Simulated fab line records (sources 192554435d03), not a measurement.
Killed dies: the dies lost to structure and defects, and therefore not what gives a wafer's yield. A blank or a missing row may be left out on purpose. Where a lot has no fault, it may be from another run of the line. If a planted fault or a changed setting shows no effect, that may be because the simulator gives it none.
Chamber matching + flow n5-finfet + rie-diel-06 running N5_GATE_CUT_DESCUM_18: 4 sister chambers
The step chemistry O2, time 7 s. 8 wafers are shown with their chamber, then 10 later ones without.

== WAFERS, EACH WITH ITS CHAMBER ==
| wafer  | chamber | showerhead-plenum-p-Torr (Torr) | throttle-valve-pct (%) |
|--------|---------|---------------------------------|------------------------|
| L081.3 | 3       | 2.19                            | 20.34                  |
| L081.4 | 2       | 2.23                            | 20.37                  |
| L083.1 | 2       | 2.23                            | 20.37                  |
| L083.6 | 1       | 2.04                            | 20.04                  |
| L084.5 | 0       | 2.02                            | 20.69                  |
| L084.6 | 3       | 2.18                            | 20.34                  |
| L085.4 | 0       | 2.02                            | 20.67                  |
| L085.5 | 1       | 2.04                            | 20.05                  |

== WAFERS WITHOUT THEIR CHAMBER ==
| wafer  | showerhead-plenum-p-Torr (Torr) | throttle-valve-pct (%) |
|--------|---------------------------------|------------------------|
| L085.6 | 2.02                            | 20.69                  |
| L093.1 | 2.18                            | 20.36                  |
| L093.3 | 2.01                            | 20.71                  |
| L093.4 | 2.04                            | 20.06                  |
| L094.1 | 2.01                            | 20.72                  |
| L094.5 | 2.01                            | 20.72                  |
| L094.6 | 2.18                            | 20.37                  |
| L097.2 | 2.04                            | 20.07                  |
| L097.3 | 2.01                            | 20.72                  |
| L097.6 | 2.04                            | 20.08                  |

== CHAMBER TAKEN BY EACH ==
| wafer  | from the rows above | in truth |
|--------|---------------------|----------|
| L085.6 | 0                   | 0        |
| L093.1 | 3                   | 3        |
| L093.3 | 0                   | 0        |
| L093.4 | 1                   | 1        |
| L094.1 | 0                   | 0        |
| L094.5 | 0                   | 0        |
| L094.6 | 3                   | 3        |
| L097.2 | 1                   | 1        |
| L097.3 | 0                   | 0        |
| L097.6 | 1                   | 1        |
Placed correctly: 10 of 10. Left unplaced by these rows: 0. Wrongly placed: 0.
How it was worked out, from the rows above alone: a wafer's distance from a chamber is the root of the sum, over the readings, of the square of ((its reading less the chamber's mean) divided by the reading's scatter). The wafer belongs to the nearest chamber; if the next one is less than 2 further off, it can't be placed. A chamber's mean is the mean of its shown wafers. How the scatter is found: for the shown wafers, subtract from each reading the mean of its chamber, square and add these, divide the total by (wafers less chambers), then take the root.
